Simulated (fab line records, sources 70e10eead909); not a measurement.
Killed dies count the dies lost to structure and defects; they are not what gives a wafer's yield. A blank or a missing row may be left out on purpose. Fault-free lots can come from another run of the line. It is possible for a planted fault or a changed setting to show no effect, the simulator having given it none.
fab line records    flow nand_harc
[record] lots = 6  wafers = 18  last_day = 33
route steps=1302 shown THIN_TSV@1244 END@1302
lots that met no fault: taken from a fault-free run of the same line
start_h: hours from the record's opening day to when the first of the lot's shown wafers began    wait_h: hours elapsed since this lot's preceding step    " as in the row above    L1.1+2: a row that stands for several wafers    - no value present, or no start provided    * or withheld: withheld    < > ~ a bound
route shown NAME@n: a module of which the file shows steps, and the number in the route of the first    usual: mean/standard deviation taken from wafers without a fault    same: alike in all rows    chamber/n: place in a boat    sites: readings site by site    _std_site: standard deviation of those values    _edge_site: mean of outer sites minus mean of inner sites    radius_mm: for every site, how far away it sits from the centre of the wafer    mask NAME#n: copy n    behind: the last tool/chamber to shape the wafer    hold: why the lot was held/for how many hours/how that ended    device: names the non-switching transistor (n, p or np)    end of line: the tests these same wafers got at the end of their route    for a step that has no rows: nothing shown but its recipe    killed: count of dies lost to structure and defects at first sort (not the wafer's yield)    map: dies across one wafer; x = killed, . = not, _ = none there
set.NAME: the run value of the setting; set.NAME@STEP: its run value at that earlier step    model.NAME: the simulator's own value behind a step, which no gauge read
lots seen at some steps along the route; tables by step, rows by wafer
services: a tool's chamber out of use, with start hour (start_h, from the record's first day; less than 0 if before it), hours out, and reason
[[steps]]
[step NHARC_THIN_TSV_GRIND_00]
[recipe] target_thk_um = 6
[usual] motor_current_A = 11.999/0.022
lot.wafer  tool        chamber  start_h  wait_h  motor_current_A
L113.1     grinder-01  0        556.23   1.3     11.989
L113.4     "           0        "        "       11.987
L113.6     "           0        "        "       12.009
L116.3     grinder-01  0        580.56   0.5     11.996
L116.4     "           0        "        "       11.989
L116.6     "           0        "        "       11.966
L122.1     grinder-01  0        639.33   0.1     12.020
L122.2     "           0        "        "       11.982
L122.6     "           0        "        "       12.006
L129.1     grinder-01  0        724.12   0.1     11.989
L129.3     "           0        "        "       11.989
L129.5     "           0        "        "       11.990
L133.1     grinder-01  0        754.06   0.1     11.955
L133.2     "           0        "        "       12.002
L133.5     "           0        "        "       11.980
L134.1     grinder-01  0        769.75   0.1     11.994
L134.2     "           0        "        "       12.021
L134.6     "           0        "        "       12.005
[step NHARC_THIN_TSV_CMP_01]
[recipe] target_thk_um = 3
[usual] motor_current_A = 12.0/1
lot.wafer  tool    chamber  start_h  wait_h  motor_current_A
L113.1     cmp-01  1        557.48   1.0     10.6
L113.4     "       2        "        "       11.7
L113.6     "       1        "        "       11.3
L116.4     cmp-01  0        581.43   0.5     13.8
L116.3     "       1        "        "       11.0
L116.6     "       3        "        "       11.2
L122.2     cmp-03  1        640.59   0.9     13.2
L122.1     "       3        "        "       11.6
L122.6     "       1        "        "       14.3
L129.1     cmp-01  0        725.76   1.4     13.5
L129.3     "       2        "        "       10.8
L129.5     "       0        "        "       13.5
L133.2     cmp-02  1        755.28   0.8     11.6
L133.1     "       3        "        "       12.4
L133.5     "       1        "        "       11.8
L134.1     cmp-01  1        770.98   1.0     11.2
L134.2     "       0        "        "       13.3
L134.6     "       1        "        "       11.2
[step NHARC_THIN_TSV_THK_MEAS_02]
[recipe] thk_meas_gauge = ir
[usual] thk_nm = 2947/220
lot.wafer  tool           chamber  start_h  wait_h  thk_nm
L113.1     film_metro-02  -        557.72   0.2     2808
L113.4     "              -        "        "       2822
L113.6     "              -        "        "       2920
L116.3     film_metro-02  -        581.64   0.2     2705
L116.4     "              -        "        "       2732
L116.6     "              -        "        "       2637
L122.1     film_metro-01  -        640.85   -       2697
L122.2     "              -        "        "       2681
L122.6     "              -        "        "       2864
L129.1     film_metro-01  -        726.02   -       3439
L129.3     "              -        "        "       3320
L129.5     "              -        "        "       3187
L133.1     film_metro-02  -        755.55   0.2     2828
L133.2     "              -        "        "       3326
L133.5     "              -        "        "       3241
L134.1     film_metro-01  -        771.24   -       2994
L134.2     "              -        "        "       2900
L134.6     "              -        "        "       3244
[step NHARC_THIN_TSV_SRD_03]
[step NHARC_THIN_TSV_PRECLEAN_41]
[recipe] time_s = *  temp_c = 50  bath_age_min = 0  chemistry = SC1
[step NHARC_THIN_TSV_SRD_42]
[step NHARC_THIN_TSV_DEP_43]
[recipe] target_thk_a = 13285  temp_c = withheld  pressure_torr = 6.5  rf_w = 900  teos_flow_sccm = 161.4  flow_sccm = 2650  target_thk_nm = 1328.5  gas = O2  material = SiO2
[usual] throttle_valve_pct = 16.0/0.52
lot.wafer  tool      chamber  start_h  wait_h  throttle_valve_pct
L113.1     pecvd-04  1        557.94   -       16.4
L113.6     "         1        "        "       15.9
L113.4     "         2        "        "       15.9
L116.3     pecvd-04  0        581.95   -       16.9
L116.6     "         1        "        "       16.1
L116.4     "         2        "        "       15.9
L122.2     pecvd-01  0        641.07   -       16.3
L122.1     "         2        "        "       15.9
L122.6     "         2        "        "       15.8
L129.3     pecvd-04  2        726.33   -       16.0
L129.1     "         0        "        "       16.2
L129.5     "         2        "        "       15.9
L133.2     pecvd-02  1        755.77   -       15.6
L133.1     "         2        "        "       15.5
L133.5     "         1        "        "       15.9
L134.2     pecvd-01  0        771.47   -       16.1
L134.1     "         1        "        "       15.9
L134.6     "         0        "        "       15.9
[step NHARC_THIN_TSV_DEHYDRATE_04]
[recipe] temp_c = 150  time_s = 120
[step NHARC_THIN_TSV_HMDS_05]
[recipe] time_s = 30
[step NHARC_THIN_TSV_COAT_06]
[recipe] spin_rpm = *
[step NHARC_THIN_TSV_SOFTBAKE_07]
[recipe] temp_c = 122  time_s = 95
[step NHARC_THIN_TSV_EBR_08]
[step NHARC_THIN_TSV_EXPOSE_09]
[recipe] na = 0.55  dose_mj = 30.7  mask_id = TSV
[usual] exposure_dose_mJ_cm2 = 30.702/0.029  focus_offset_nm = 0.1/0.52
lot.wafer  tool            chamber  start_h  wait_h  mask   exposure_dose_mJ_cm2  focus_offset_nm
L113.1     krf_scanner-04  0        558.48   -       TSV#0  30.717                0.1
L113.4     "               0        "        "       TSV#0  30.707                0.0
L113.6     "               0        "        "       TSV#0  30.731                0.8
L116.3     krf_scanner-03  0        582.54   -       TSV#0  30.686                -0.4
L116.4     "               0        "        "       TSV#0  30.688                -0.1
L116.6     "               0        "        "       TSV#0  30.687                -0.3
L122.1     krf_scanner-02  0        641.75   -       TSV#0  30.734                0.1
L122.2     "               0        "        "       TSV#0  30.667                0.6
L122.6     "               0        "        "       TSV#0  30.702                -1.1
L129.1     krf_scanner-04  0        726.96   -       TSV#0  27.967                -1.0
L129.3     "               0        "        "       TSV#0  27.984                -0.2
L129.5     "               0        "        "       TSV#0  27.994                -0.2
L133.1     krf_scanner-04  0        756.44   -       TSV#0  28.492                -0.3
L133.2     "               0        "        "       TSV#0  28.491                0.4
L133.5     "               0        "        "       TSV#0  28.575                0.7
L134.1     krf_scanner-02  0        772.14   -       TSV#0  30.683                0.5
L134.2     "               0        "        "       TSV#0  30.702                1.1
L134.6     "               0        "        "       TSV#0  30.757                0.1
[step NHARC_THIN_TSV_PEB_10]
[recipe] peb_temp_c = 118  peb_time_s = 85
[step NHARC_END_SORT_01]
[recipe] temp_c = 25
[usual] defect_limited_yield = 92.0/2.4  killed_at_array = 50/16  killed_at_other = 0.8/1  killed_at_periphery = 4/3.1  killed_dies = 54/16  killed_open = 3.2/2  killed_short = 2.5/1.6  sort_bin_2_pct = 2.8/1  sort_bin_3_pct = 0.6/0.35  sort_bin_4_pct = 4.6/1.4  sort_n_pass = 623/16  sort_rim_yield_pct = 90/4.3  sort_yield_pct = 92.0/2.4
[same] gross_dies = 677  sort_bin_5_pct[%] = 0  sort_bin_6_pct[%] = 0  sort_bin_7_pct[%] = 0  sort_bin_8_pct[%] = 0  sort_rim_n_gross = 106.00
lot.wafer  tool       chamber  start_h  wait_h  defect_limited_yield[%]  killed_at_array  killed_at_other  killed_at_periphery  killed_dies  killed_open  killed_short  sort_bin_2_pct[%]  sort_bin_3_pct[%]  sort_bin_4_pct[%]  sort_n_pass  sort_rim_yield_pct[%]  sort_yield_pct[%]
L116.3     prober-01  0        599.24   3.0     89.8                     62               0                7                    69           3            1             3.2                0.7                6.2                608          92                     89.8
L116.4     prober-01  0        600.02   3.3     93.8                     39               1                2                    42           2            3             2.5                0.7                3.0                635          90                     93.8
L116.6     prober-01  0        601.59   3.9     90.5                     59               0                5                    64           7            3             3.4                0.6                5.5                613          92                     90.5
L122.1     prober-02  0        656.84   2.5     94.2                     28               0                11                   39           3            1             1.9                0.6                3.2                638          95                     94.2
L122.2     prober-02  0        657.63   2.8     93.2                     40               1                5                    46           2            0             2.7                0.1                4.0                631          94                     93.2
L122.6     prober-02  0        660.78   3.9     92.9                     36               0                12                   48           4            1             1.9                0.4                4.7                629          92                     92.9
L133.1     prober-01  0        773.61   2.5     91.7                     50               2                4                    56           2            3             2.7                0.9                4.7                621          89                     91.7
L133.2     prober-01  0        774.42   2.8     92.2                     46               1                6                    53           9            3             2.1                0.7                5.0                624          92                     92.2
L133.5     prober-01  0        776.86   3.7     93.9                     35               0                6                    41           1            1             2.2                0.3                3.5                636          92                     93.9
// killed by level:class
L116.3 A_CHANNEL_HOLE_D1:chamber_film_flake=33 A_CHANNEL_HOLE_D2:chamber_film_flake=11 A_CHANNEL_FILL_D1:chamber_film_flake=5 P_STI:chamber_film_flake=3 A_WL_FILL:chamber_film_flake=3 P_GATE:chamber_film_flake=2 A_DECK1_JOINT:chamber_film_flake=2 A_BONDPAD:chamber_film_flake=2
L116.4 A_CHANNEL_HOLE_D1:chamber_film_flake=20 A_CHANNEL_HOLE_D2:chamber_film_flake=5 A_CONTACT:chamber_film_flake=2 A_M1:chamber_film_flake=2 A_BONDPAD:chamber_film_flake=2 P_CONTACT:geometric_particle:short=1 A_ONON_D2:geometric_particle:short=1 A_DECK1_JOINT:chamber_film_flake=1
L116.6 A_CHANNEL_HOLE_D1:chamber_film_flake=34 A_CHANNEL_HOLE_D2:chamber_film_flake=10 A_BONDPAD:chamber_film_flake=3 A_DECK1_JOINT:geometric_particle:open=2 A_M0:geometric_particle:open=2 A_CHANNEL_FILL_D1:chamber_film_flake=2 A_DECK1_JOINT:chamber_film_flake=2 P_CONTACT:geometric_particle:open=1
L122.1 A_CHANNEL_HOLE_D2:chamber_film_flake=14 A_STAIRCASE:chamber_film_flake=6 P_CONTACT:chamber_film_flake=4 P_M2:chamber_film_flake=3 A_CHANNEL_HOLE_D1:chamber_film_flake=3 P_STI:chamber_film_flake=2 P_GATE:geometric_particle:short=1 P_GATE:geometric_particle:open=1
L122.2 A_CHANNEL_HOLE_D2:chamber_film_flake=15 A_STAIRCASE:chamber_film_flake=9 A_CONTACT:chamber_film_flake=9 A_CHANNEL_HOLE_D1:chamber_film_flake=4 P_CONTACT:chamber_film_flake=3 P_CONTACT:geometric_particle:open=1 A_ONON_D2:geometric_particle:open=1 P_M2:chamber_film_flake=1
L122.6 A_CHANNEL_HOLE_D2:chamber_film_flake=14 A_STAIRCASE:chamber_film_flake=14 P_M2:chamber_film_flake=6 P_CONTACT:chamber_film_flake=3 A_CONTACT:chamber_film_flake=3 A_CHANNEL_HOLE_D1:chamber_film_flake=2 P_CONTACT:geometric_particle:open=1 P_M0:geometric_particle:open=1
L133.1 A_CHANNEL_HOLE_D2:chamber_film_flake=25 A_SLIT:chamber_film_flake=9 A_CONTACT:chamber_film_flake=6 P_M1:chamber_film_flake=2 A_WL_FILL:chamber_film_flake=2 THIN_TSV:chamber_film_flake=2 A_SOURCE_PLATE:geometric_particle:open=1 A_ONON_D1:geometric_particle:short=1
L133.2 A_CHANNEL_HOLE_D2:chamber_film_flake=21 A_SLIT:chamber_film_flake=6 A_CHANNEL_FILL_D1:chamber_film_flake=3 P_ZERO_WELL:chamber_film_flake=2 A_STAIRCASE:chamber_film_flake=2 A_CONTACT:chamber_film_flake=2 P_STI:geometric_particle:open=1 P_M0:geometric_particle:short=1
L133.5 A_CHANNEL_HOLE_D2:chamber_film_flake=20 A_SLIT:chamber_film_flake=5 P_GATE:chamber_film_flake=3 A_WL_FILL:chamber_film_flake=3 P_ZERO_WELL:chamber_film_flake=2 A_CHANNEL_HOLE_D1:chamber_film_flake=2 A_CONTACT:chamber_film_flake=2 P_GATE:geometric_particle:short=1
[[services]]
tool            chamber  start_h  hours  kind
cmp-01          -        537.92   3.0    repair
cmp-02          -        539.54   3.7    repair
krf_scanner-04  -        544.43   0.8    repair
cmp-03          -        554.47   4.0    pm
krf_scanner-04  -        565.34   0.3    repair
cmp-01          -        593.07   4.0    pm
pecvd-01        1        606.37   5.6    repair
krf_scanner-02  -        610.00   4.0    pm
cmp-01          -        613.39   1.5    repair
pecvd-04        -        631.29   13.0   pm
cmp-01          -        637.12   2.2    repair
krf_scanner-02  -        637.68   1.1    repair
grinder-01      -        650.33   1.1    repair
pecvd-01        -        673.40   13.0   pm
krf_scanner-02  -        677.09   5.7    repair
grinder-01      -        685.56   0.5    repair
cmp-01          -        691.15   4.0    pm
krf_scanner-04  -        698.00   4.0    pm
krf_scanner-02  -        702.60   5.9    repair
pecvd-04        0        705.72   6.2    repair
pecvd-04        -        714.32   2.2    repair
krf_scanner-04  -        735.15   0.4    repair
grinder-01      -        737.02   8.0    pm
krf_scanner-02  -        743.65   1.5    repair
[[key]]
[first_sign] step = NHARC_THIN_TSV_EXPOSE_09  reading = exposure_dose_mJ_cm2  direction = down  sigmas = 86  usual = 30.702  struck = 28.251
effect none on later readings
met_at NHARC_THIN_TSV_EXPOSE_09
struck_wafers L129.1,L129.3,L129.5,L133.1,L133.2,L133.5
[loop_trim] step = NHARC_THIN_TSV_EXPOSE_09  setting = dose  lots = L133
onset_between 558.48 726.96
[fault] kind = process_parameter_drift  tool = krf_scanner-04  chamber = -  onset_h = 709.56  steps = NHARC_THIN_TSV_EXPOSE_09  channel = dose_mj  offset = -2.6933  shape = step  acts_in = these_recipes_only  stated = 30.7
// loop_trim: a control loop set the setting to another value than it would have without faults
